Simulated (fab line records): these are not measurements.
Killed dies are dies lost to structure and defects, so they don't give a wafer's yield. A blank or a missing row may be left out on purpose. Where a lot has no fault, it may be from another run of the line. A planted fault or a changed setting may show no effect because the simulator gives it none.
The tool behind it: which one? :: flow nand harc :: 24 lots, 72 wafers sampled, at 4 steps of a route of 1302

== WHAT THE GAUGES READ, wafer by wafer ==
NHARC_P_M0_CD_MEAS_16.
lot: L074
measured: day 6 02:50
on: cd sem-02
cd nm (nm): 89.9 90.6 90.4

lot: L075
measured: day 6 10:08
on: cd sem-02
cd nm (nm): 89.6 91.5 91.4

lot: L076
measured: day 7 01:52
on: cd sem-02
cd nm (nm): 91.1 90.5 90.3

lot: L077
measured: day 7 03:59
on: cd sem-03
cd nm (nm): 91.8 89.3 88.7

lot: L078
measured: day 7 21:49
on: cd sem-02
cd nm (nm): 90.0 88.5 89.4

lot: L079
measured: day 8 05:58
on: cd sem-02
cd nm (nm): 90.4 90.9 91.0

lot: L081
measured: day 8 21:47
on: cd sem-01
cd nm (nm): 90.4 90.7 91.0

lot: L080
measured: day 9 01:20
on: cd sem-01
cd nm (nm): 88.3 89.8 89.6

lot: L082
measured: day 9 07:20
on: cd sem-02
cd nm (nm): 90.2 90.1 90.4

lot: L083
measured: day 9 22:21
on: cd sem-02
cd nm (nm): 89.7 89.9 91.0

lot: L084
measured: day 10 02:39
on: cd sem-02
cd nm (nm): 90.5 89.0 89.4

lot: L085
measured: day 10 14:37
on: cd sem-03
cd nm (nm): 90.5 89.1 91.0

lot: L086
measured: day 10 23:48
on: cd sem-01
cd nm (nm): 90.2 89.8 89.0

lot: L088
measured: day 12 01:29
on: cd sem-02
cd nm (nm): 89.3 89.1 88.3

lot: L087
measured: day 12 02:00
on: cd sem-03
cd nm (nm): 92.0 91.1 91.1

lot: L089
measured: day 12 09:25
on: cd sem-01
cd nm (nm): 91.1 91.5 91.0

lot: L090
measured: day 12 20:38
on: cd sem-03
cd nm (nm): 90.7 91.3 90.3

lot: L091
measured: day 13 11:49
on: cd sem-02
cd nm (nm): 90.2 88.1 88.3

lot: L092
measured: day 13 12:13
on: cd sem-02
cd nm (nm): 89.6 90.4 89.9

lot: L093
measured: day 14 00:09
on: cd sem-02
cd nm (nm): 91.1 89.9 90.9

lot: L094
measured: day 14 11:41
on: cd sem-01
cd nm (nm): 89.8 89.9 89.7

lot: L095
measured: day 14 17:05
on: cd sem-02
cd nm (nm): 89.0 89.3 89.9

lot: L096
measured: day 15 12:18
on: cd sem-01
cd nm (nm): 88.3 90.3 89.4

lot: L097
measured: day 15 18:44
on: cd sem-01
cd nm (nm): 89.1 89.6 90.6

NHARC_P_M1_CD_MEAS_09: target cd 130 nm.
lot: L074
measured: day 6 06:25
on: cd sem-01
cd nm (nm): 130.9 130.9 131.0

lot: L075
measured: day 6 13:43
on: cd sem-01
cd nm (nm): 130.1 130.3 130.8

lot: L076
measured: day 7 05:26
on: cd sem-02
cd nm (nm): 131.0 131.3 131.3

lot: L077
measured: day 7 07:36
on: cd sem-02
cd nm (nm): 130.4 130.9 130.8

lot: L078
measured: day 8 01:27
on: cd sem-01
cd nm (nm): 130.8 130.6 130.0

lot: L079
measured: day 8 09:25
on: cd sem-03
cd nm (nm): 129.4 130.2 128.7

lot: L081
measured: day 9 01:13
on: cd sem-03
cd nm (nm): 131.4 130.7 130.4

lot: L080
measured: day 9 04:55
on: cd sem-02
cd nm (nm): 129.9 130.7 130.3

lot: L082
measured: day 9 10:55
on: cd sem-02
cd nm (nm): 129.2 129.2 129.1

lot: L083
measured: day 10 01:55
on: cd sem-03
cd nm (nm): 130.3 130.9 129.9

lot: L084
measured: day 10 06:16
on: cd sem-01
cd nm (nm): 129.0 130.2 129.8

lot: L085
measured: day 10 18:11
on: cd sem-02
cd nm (nm): 130.2 131.1 131.3

lot: L086
measured: day 11 03:25
on: cd sem-01
cd nm (nm): 131.5 131.3 129.8

lot: L088
measured: day 12 05:05
on: cd sem-03
cd nm (nm): 130.4 130.4 129.8

lot: L087
measured: day 12 05:35
on: cd sem-02
cd nm (nm): 130.2 129.2 129.9

lot: L089
measured: day 12 13:00
on: cd sem-02
cd nm (nm): 130.0 130.0 131.1

lot: L090
measured: day 13 00:14
on: cd sem-01
cd nm (nm): 129.9 130.1 129.9

lot: L091
measured: day 13 15:22
on: cd sem-01
cd nm (nm): 130.7 130.8 130.3

lot: L092
measured: day 13 15:49
on: cd sem-03
cd nm (nm): 129.8 130.1 130.7

lot: L093
measured: day 14 03:34
on: cd sem-01
cd nm (nm): 130.3 131.1 130.4

lot: L094
measured: day 14 15:14
on: cd sem-02
cd nm (nm): 130.2 129.7 130.0

lot: L095
measured: day 14 20:40
on: cd sem-01
cd nm (nm): 131.9 130.6 131.2

lot: L096
measured: day 15 15:51
on: cd sem-03
cd nm (nm): 130.4 131.0 130.5

lot: L097
measured: day 15 22:27
on: cd sem-03
cd nm (nm): 130.5 130.4 131.0

== TOOL THAT RAN EACH LOT (tool first, then ch and the chambers of the sampled wafers, then the start) ==
lot: L074
NHARC_P_CONTACT_CMP_01: cmp-02 ch 0,2,3, day 5 18:41
NHARC_P_M0_PRE_CLEAN_29: pvd sputter-02, day 6 06:25 or earlier

lot: L075
NHARC_P_CONTACT_CMP_01: cmp-03 ch 0,1,3, day 6 04:53
NHARC_P_M0_PRE_CLEAN_29: pvd sputter-03, day 6 13:43 or earlier

lot: L076
NHARC_P_CONTACT_CMP_01: cmp-03 ch 1,2, day 6 20:32
NHARC_P_M0_PRE_CLEAN_29: pvd sputter-02, day 7 05:26 or earlier

lot: L077
NHARC_P_CONTACT_CMP_01: cmp-02 ch 0,2,3, day 6 22:10
NHARC_P_M0_PRE_CLEAN_29: pvd sputter-03, day 7 07:36 or earlier

lot: L078
NHARC_P_CONTACT_CMP_01: cmp-02 ch 2,3, day 7 16:19
NHARC_P_M0_PRE_CLEAN_29: pvd sputter-02, day 8 01:27 or earlier

lot: L079
NHARC_P_CONTACT_CMP_01: cmp-01 ch 1,2,3, day 8 00:10
NHARC_P_M0_PRE_CLEAN_29: pvd sputter-02, day 8 09:25 or earlier

lot: L081
NHARC_P_CONTACT_CMP_01: cmp-02 ch 1,3, day 8 16:17
NHARC_P_M0_PRE_CLEAN_29: pvd sputter-02, day 9 01:13 or earlier

lot: L080
NHARC_P_CONTACT_CMP_01: cmp-02 ch 1,2,3, day 8 19:12
NHARC_P_M0_PRE_CLEAN_29: pvd sputter-03, day 9 04:55 or earlier

lot: L082
NHARC_P_CONTACT_CMP_01: cmp-03 ch 1,3, day 9 01:52
NHARC_P_M0_PRE_CLEAN_29: pvd sputter-02, day 9 10:55 or earlier

lot: L083
NHARC_P_CONTACT_CMP_01: cmp-01 ch 0,1, day 9 16:50
NHARC_P_M0_PRE_CLEAN_29: pvd sputter-02, day 10 01:55 or earlier

lot: L084
NHARC_P_CONTACT_CMP_01: cmp-02 ch 0,1,3, day 9 21:19
NHARC_P_M0_PRE_CLEAN_29: pvd sputter-01, day 10 06:16 or earlier

lot: L085
NHARC_P_CONTACT_CMP_01: cmp-03 ch 2,3, day 10 08:31
NHARC_P_M0_PRE_CLEAN_29: pvd sputter-02, day 10 18:11 or earlier

lot: L086
NHARC_P_CONTACT_CMP_01: cmp-03 ch 0,1, day 10 18:18
NHARC_P_M0_PRE_CLEAN_29: pvd sputter-01, day 11 03:25 or earlier

lot: L088
NHARC_P_CONTACT_CMP_01: cmp-03 ch 0,2,3, day 11 19:46
NHARC_P_M0_PRE_CLEAN_29: pvd sputter-03, day 12 05:05 or earlier

lot: L087
NHARC_P_CONTACT_CMP_01: cmp-02 ch 1,2,3, day 11 20:30
NHARC_P_M0_PRE_CLEAN_29: pvd sputter-02, day 12 05:35 or earlier

lot: L089
NHARC_P_CONTACT_CMP_01: cmp-01 ch 0,2, day 12 03:49
NHARC_P_M0_PRE_CLEAN_29: pvd sputter-03, day 12 13:00 or earlier

lot: L090
NHARC_P_CONTACT_CMP_01: cmp-03 ch 0,1,3, day 12 15:16
NHARC_P_M0_PRE_CLEAN_29: pvd sputter-03, day 13 00:14 or earlier

lot: L091
NHARC_P_CONTACT_CMP_01: cmp-01 ch 0,3, day 13 06:17
NHARC_P_M0_PRE_CLEAN_29: pvd sputter-02, day 13 15:22 or earlier

lot: L092
NHARC_P_CONTACT_CMP_01: cmp-02 ch 0,1,2, day 13 06:47
NHARC_P_M0_PRE_CLEAN_29: pvd sputter-03, day 13 15:49 or earlier

lot: L093
NHARC_P_CONTACT_CMP_01: cmp-02 ch 0,1,3, day 13 18:45
NHARC_P_M0_PRE_CLEAN_29: pvd sputter-01, day 14 03:34 or earlier

lot: L094
NHARC_P_CONTACT_CMP_01: cmp-02 ch 0,1,3, day 14 06:11
NHARC_P_M0_PRE_CLEAN_29: pvd sputter-02, day 14 15:14 or earlier

lot: L095
NHARC_P_CONTACT_CMP_01: cmp-01 ch 1,2,3, day 14 11:43
NHARC_P_M0_PRE_CLEAN_29: pvd sputter-01, day 14 20:40 or earlier

lot: L096
NHARC_P_CONTACT_CMP_01: cmp-03 ch 2,3, day 15 06:47
NHARC_P_M0_PRE_CLEAN_29: pvd sputter-01, day 15 15:51 or earlier

lot: L097
NHARC_P_CONTACT_CMP_01: cmp-01 ch 1,2,3, day 15 13:24
NHARC_P_M0_PRE_CLEAN_29: pvd sputter-02, day 15 22:27 or earlier
- NHARC_P_CONTACT_CMP_01: polishes SiO2, target thk 200 nm.
- NHARC_P_M0_PRE_CLEAN_29: time 30 s.

== AS READ BY THE TOOLS THEMSELVES (means over the sampled wafers that have a number; for cases with no such wafer, the mark the record gives instead) ==
NHARC_P_CONTACT_CMP_01.
lot: L074
tool: cmp-02
motor current A (A): 12.2

lot: L075
tool: cmp-03
motor current A (A): 13.1

lot: L076
tool: cmp-03
motor current A (A): 13.1

lot: L077
tool: cmp-02
motor current A (A): 12.3

lot: L078
tool: cmp-02
motor current A (A): 12.0

lot: L079
tool: cmp-01
motor current A (A): 11.6

lot: L081
tool: cmp-02
motor current A (A): 11.9

lot: L080
tool: cmp-02
motor current A (A): 12.3

lot: L082
tool: cmp-03
motor current A (A): 11.9

lot: L083
tool: cmp-01
motor current A (A): 11.9

lot: L084
tool: cmp-02
motor current A (A): 12.3

lot: L085
tool: cmp-03
motor current A (A): 11.4

lot: L086
tool: cmp-03
motor current A (A): 13.8

lot: L088
tool: cmp-03
motor current A (A): 12.4

lot: L087
tool: cmp-02
motor current A (A): 11.9

lot: L089
tool: cmp-01
motor current A (A): 12.5

lot: L090
tool: cmp-03
motor current A (A): 12.7

lot: L091
tool: cmp-01
motor current A (A): 12.1

lot: L092
tool: cmp-02
motor current A (A): 12.5

lot: L093
tool: cmp-02
motor current A (A): 12.2

lot: L094
tool: cmp-02
motor current A (A): 12.6

lot: L095
tool: cmp-01
motor current A (A): 11.2

lot: L096
tool: cmp-03
motor current A (A): 11.7

lot: L097
tool: cmp-01
motor current A (A): 11.1

NHARC_P_M0_PRE_CLEAN_29.
lot: L074
tool: pvd sputter-02
heater power w (W): 410

lot: L075
tool: pvd sputter-03
heater power w (W): 440

lot: L076
tool: pvd sputter-02
heater power w (W): 414

lot: L077
tool: pvd sputter-03
heater power w (W): 394

lot: L078
tool: pvd sputter-02
heater power w (W): 414

lot: L079
tool: pvd sputter-02
heater power w (W): 427

lot: L081
tool: pvd sputter-02
heater power w (W): 398

lot: L080
tool: pvd sputter-03
heater power w (W): 413

lot: L082
tool: pvd sputter-02
heater power w (W): 412

lot: L083
tool: pvd sputter-02
heater power w (W): 395

lot: L084
tool: pvd sputter-01
heater power w (W): 399

lot: L085
tool: pvd sputter-02
heater power w (W): 400

lot: L086
tool: pvd sputter-01
heater power w (W): 407

lot: L088
tool: pvd sputter-03
heater power w (W): 394

lot: L087
tool: pvd sputter-02
heater power w (W): 397

lot: L089
tool: pvd sputter-03
heater power w (W): 397

lot: L090
tool: pvd sputter-03
heater power w (W): 432

lot: L091
tool: pvd sputter-02
heater power w (W): 406

lot: L092
tool: pvd sputter-03
heater power w (W): 412

lot: L093
tool: pvd sputter-01
heater power w (W): 412

lot: L094
tool: pvd sputter-02
heater power w (W): 395

lot: L095
tool: pvd sputter-01
heater power w (W): 400

lot: L096
tool: pvd sputter-01
heater power w (W): 426

lot: L097
tool: pvd sputter-02
heater power w (W): 423

== THE ANSWER, worked out from the rows above alone ==
Rule: the lots themselves supply what counts as usual. The widest of any qualifying gaps counts: lots, ordered by their means at a reading, are off when they make up no more than a third of the lots, leave a main group of 4 or more, and stand apart from it by 3 or more times the standard deviation of that group's means. Not used: any main group whose means are identical at the precision the tables above print for the reading. A lot without any number at a reading at which 4 lots or more have one is off too. Any other lot the step has rows for is counted as sound. First the gauges in route order, then the tools' own readings, where a lot's mean is used as printed above. The first step at which some lot is off is used, and at that step the reading that is off furthest; a lot without a number counts as furthest.
Across all readings shown, no lot is off: no conclusion can be drawn from this.

== WHAT THE SIMULATOR HAD INSERTED ==
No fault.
